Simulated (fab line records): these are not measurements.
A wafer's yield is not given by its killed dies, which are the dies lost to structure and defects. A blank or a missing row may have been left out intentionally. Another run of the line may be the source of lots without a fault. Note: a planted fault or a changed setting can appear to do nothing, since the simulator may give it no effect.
Matching of chambers ; flow n5 finfet ; N5_BEOL_M1_STRIP_19 on rie diel-01 has 4 sister chambers
The step strips in O2. 4 wafers are shown with their chamber, then 10 later ones without.

## WAFERS WITH THEIR CHAMBER
wafer;chamber;throttle valve pct (%)
L088.4;3;16.72
L090.4;0;16.26
L091.1;1;16.45
L091.4;2;16.84

## WAFERS MISSING THEIR CHAMBER
wafer;throttle valve pct (%)
L091.6;16.47
L094.1;16.29
L094.2;16.73
L094.5;16.46
L095.2;16.87
L095.3;16.46
L095.4;16.73
L097.2;16.73
L097.3;16.48
L097.4;16.31

## THE CHAMBER EACH PASSED THROUGH
wafer;from the rows above;in truth
L091.6;1;1
L094.1;0;0
L094.2;3;3
L094.5;1;1
L095.2;2;2
L095.3;1;1
L095.4;3;3
L097.2;3;3
L097.3;1;1
L097.4;0;0
10 of 10 placed correctly. Number that these rows cannot place: 0. Wrongly placed: 0.
How it was worked out, from the rows above alone: a wafer's distance from a chamber is the root of the sum, over the readings, of the square of ((its reading less the chamber's mean) divided by the reading's scatter). The wafer belongs to the nearest chamber; if the next one is less than 2 further off, it can't be placed. The mean given for a chamber averages the wafers shown for that chamber. The scatter: with one shown wafer a chamber, the root of the mean of the squares of how far each hidden wafer lies from its nearest shown one.
